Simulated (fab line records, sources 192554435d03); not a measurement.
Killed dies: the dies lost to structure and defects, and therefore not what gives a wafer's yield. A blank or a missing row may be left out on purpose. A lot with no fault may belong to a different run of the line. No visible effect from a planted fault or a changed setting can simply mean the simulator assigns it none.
A single fault, viewed from 2 desks -- flow n5-finfet -- each desk has only its own numbers; what lay behind them comes last

THE METROLOGY DESK
What the gauges read, lot by lot, whatever tool the lot ran on: means of the sampled wafers that have a number. The brackets show how far a lot's mean lies from the usual mean; more than 4 standard deviations puts the lot out of limits, marked OUT. Only the readings that lie furthest out on some lot appear, 7 of the 10 it has.
Columns: A = DIBL_N at N5_BEOL_M4_RC_MEAS_101, usual 36.4 mV/V; B = IOFF_P at N5_BEOL_M4_RC_MEAS_101, usual 0.21 nA/um; C = ION_N at N5_BEOL_M4_RC_MEAS_101, usual 670 uA/um; D = ION_P at N5_BEOL_M4_RC_MEAS_101, usual 459 uA/um; E = SS_P at N5_BEOL_M4_RC_MEAS_101, usual 73.2 mV/dec; F = VT_N at N5_BEOL_M4_RC_MEAS_101, usual 250 mV; G = VT_P at N5_BEOL_M4_RC_MEAS_101, usual -250 mV
lot,first seen here,A,B,C,D,E,F,G
L938,day 8 17:43,35.3,0.19,662,455,73.0,252,-251
L939,day 9 12:06,36.0,0.22,672,463,73.1,251,-248
L943,day 10 00:43,36.8,0.26,679,470,73.7,246,-247
L946,day 10 09:16,38.2,0.26,680,468,74.0,247,-245
L945,day 11 16:36,35.2,0.17,667,452,72.8,251,-254
L949,day 12 08:26,36.3,0.20,663,460,72.9,252,-250
L956,day 13 05:46,37.5,0.23,672,458,73.6,247,-249
L957,day 13 16:05,38.9,0.23,686,464,73.3,246,-249
L958,day 13 23:15,37.0,0.17,666,450,73.0,253,-258
This desk's verdict: no lot among the 9 shows anything out of limits.

DESK OF THE TOOL OWNER: litho-track-02
The tool's own readings at N5_MOL_CONTACT_COAG_COAT_77 (time 60 s, resist thk 10 nm): means of the sampled wafers that have a number, for each lot that ran on this tool. The brackets show how far a lot's mean lies from the usual mean; more than 4 standard deviations puts the lot out of limits, marked OUT.
Columns: A = spin-speed-rpm at N5_MOL_CONTACT_COAG_COAT_77, usual 1500.0 rpm
lot,first seen here,A
L938,day 5 15:32,1499.1
L939,day 5 18:43,1500.4
L943,day 6 18:52,1501.3
L945,day 7 05:47,1389.2 (-99 or more) OUT
L946,day 7 13:01,1388.9 (-99 or more) OUT
Finding of this desk: L945, L946 out of limits; the first was L945 at day 7 05:47, on spin-speed-rpm at N5_MOL_CONTACT_COAG_COAT_77. In limits: L938, L939, L943.

BROUGHT TOGETHER
The tool owner's desk could have raised an alarm at day 7 05:47, on L945, L946.
Metrology desk: nothing out of limits seen.
The metrology desk holds a record of L945, L946, inside its limits.
N5_MOL_CONTACT_COAG_COAT_77 was run on litho-track-02 by each of the lots named.

WHAT THE SIMULATOR HAD PUT IN
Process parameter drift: litho-track-02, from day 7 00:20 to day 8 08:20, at N5_MOL_CONTACT_COAG_COAT_77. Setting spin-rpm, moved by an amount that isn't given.
Struck lots among those shown: L945, L946.
Each desk's first reading out of limits, in hours after the fault started: the tool owner's desk, 5.
